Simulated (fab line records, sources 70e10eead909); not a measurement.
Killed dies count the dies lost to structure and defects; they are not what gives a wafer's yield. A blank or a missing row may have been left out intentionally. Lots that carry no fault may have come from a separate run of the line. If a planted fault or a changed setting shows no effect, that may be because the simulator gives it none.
Matching of chambers / flow nand-harc / NHARC_A_WL_FILL_ALD_00 on ald-hk-04 has 4 sister chambers
The step deposits Al2O3, target thk 3 nm, pulse time 3 s, ald cycles 30. 27 wafers are shown with their chamber, then 12 later ones without.

WAFERS PAIRED WITH THEIR CHAMBERS
wafer=L074.1; chamber=1; heater-power-w (W)=434; precursor-pulse-height-rel=1.005
wafer=L074.3; chamber=0; heater-power-w (W)=488; precursor-pulse-height-rel=1.003
wafer=L074.4; chamber=3; heater-power-w (W)=441; precursor-pulse-height-rel=0.981
wafer=L075.1; chamber=3; heater-power-w (W)=446; precursor-pulse-height-rel=1.002
wafer=L075.3; chamber=0; heater-power-w (W)=496; precursor-pulse-height-rel=0.989
wafer=L075.5; chamber=0; heater-power-w (W)=491; precursor-pulse-height-rel=1.022
wafer=L076.2; chamber=1; heater-power-w (W)=431; precursor-pulse-height-rel=1.008
wafer=L076.4; chamber=2; heater-power-w (W)=438; precursor-pulse-height-rel=0.982
wafer=L076.5; chamber=0; heater-power-w (W)=498; precursor-pulse-height-rel=0.990
wafer=L078.4; chamber=2; heater-power-w (W)=434; precursor-pulse-height-rel=1.024
wafer=L078.5; chamber=1; heater-power-w (W)=429; precursor-pulse-height-rel=1.004
wafer=L078.6; chamber=2; heater-power-w (W)=442; precursor-pulse-height-rel=1.018
wafer=L079.1; chamber=1; heater-power-w (W)=445; precursor-pulse-height-rel=0.987
wafer=L079.4; chamber=2; heater-power-w (W)=425; precursor-pulse-height-rel=0.982
wafer=L079.6; chamber=0; heater-power-w (W)=502; precursor-pulse-height-rel=0.980
wafer=L083.3; chamber=3; heater-power-w (W)=455; precursor-pulse-height-rel=0.988
wafer=L083.5; chamber=1; heater-power-w (W)=437; precursor-pulse-height-rel=1.012
wafer=L083.6; chamber=0; heater-power-w (W)=510; precursor-pulse-height-rel=1.009
wafer=L085.1; chamber=2; heater-power-w (W)=433; precursor-pulse-height-rel=0.999
wafer=L085.5; chamber=2; heater-power-w (W)=431; precursor-pulse-height-rel=1.000
wafer=L085.6; chamber=3; heater-power-w (W)=449; precursor-pulse-height-rel=0.994
wafer=L088.1; chamber=3; heater-power-w (W)=442; precursor-pulse-height-rel=0.986
wafer=L088.3; chamber=0; heater-power-w (W)=504; precursor-pulse-height-rel=0.985
wafer=L088.4; chamber=1; heater-power-w (W)=440; precursor-pulse-height-rel=0.993
wafer=L089.1; chamber=0; heater-power-w (W)=503; precursor-pulse-height-rel=1.041
wafer=L089.2; chamber=1; heater-power-w (W)=442; precursor-pulse-height-rel=0.989
wafer=L089.6; chamber=3; heater-power-w (W)=466; precursor-pulse-height-rel=0.993

SIGNATURES (means of the wafers above)
reading=heater-power-w; chamber 0=499.00; chamber 1=436.86; chamber 2=433.83; chamber 3=449.83; scatter within a chamber=7.18
reading=precursor-pulse-height-rel; chamber 0=1.00238; chamber 1=0.99971; chamber 2=1.00083; chamber 3=0.99067; scatter within a chamber=0.0154
Rule: for each reading, subtract the chamber's mean from the wafer's reading, divide by that reading's scatter and square the result; add these up over the readings and take the root, which gives the wafer's distance from the chamber. The wafer belongs to the nearest chamber; if the next one is less than 2 further off, it can't be placed. The scatter: take each reading less its chamber's mean, square it, sum over the shown wafers, divide by the number of wafers less the number of chambers, and take the root.

WAFERS WITH NO CHAMBER GIVEN
wafer=L091.1; heater-power-w (W)=464; precursor-pulse-height-rel=0.965
wafer=L091.3; heater-power-w (W)=403; precursor-pulse-height-rel=1.015
wafer=L091.4; heater-power-w (W)=508; precursor-pulse-height-rel=0.977
wafer=L090.2; heater-power-w (W)=447; precursor-pulse-height-rel=0.989
wafer=L090.4; heater-power-w (W)=428; precursor-pulse-height-rel=1.020
wafer=L090.5; heater-power-w (W)=413; precursor-pulse-height-rel=1.008
wafer=L093.2; heater-power-w (W)=433; precursor-pulse-height-rel=0.995
wafer=L093.4; heater-power-w (W)=454; precursor-pulse-height-rel=1.046
wafer=L093.6; heater-power-w (W)=464; precursor-pulse-height-rel=0.987
wafer=L092.1; heater-power-w (W)=505; precursor-pulse-height-rel=0.982
wafer=L092.4; heater-power-w (W)=461; precursor-pulse-height-rel=0.994
wafer=L092.6; heater-power-w (W)=453; precursor-pulse-height-rel=0.969

EACH ONE'S CHAMBER
wafer=L091.1; from the rows above=can't be placed: 3 or 1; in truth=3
wafer=L091.3; from the rows above=can't be placed: 2 or 1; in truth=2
wafer=L091.4; from the rows above=0; in truth=0
wafer=L090.2; from the rows above=can't be placed: 3 or 1 or 2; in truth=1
wafer=L090.4; from the rows above=can't be placed: 2 or 1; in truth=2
wafer=L090.5; from the rows above=can't be placed: 2 or 1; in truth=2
wafer=L093.2; from the rows above=can't be placed: 2 or 1 or 3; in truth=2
wafer=L093.4; from the rows above=can't be placed: 3 or 1 or 2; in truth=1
wafer=L093.6; from the rows above=can't be placed: 3 or 1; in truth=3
wafer=L092.1; from the rows above=0; in truth=0
wafer=L092.4; from the rows above=can't be placed: 3 or 1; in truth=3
wafer=L092.6; from the rows above=can't be placed: 3 or 1 or 2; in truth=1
Correct placement for 2 of the 12. Can't be placed from these rows: 10 (the true chamber is among the candidates in 10). 0 placed wrongly.
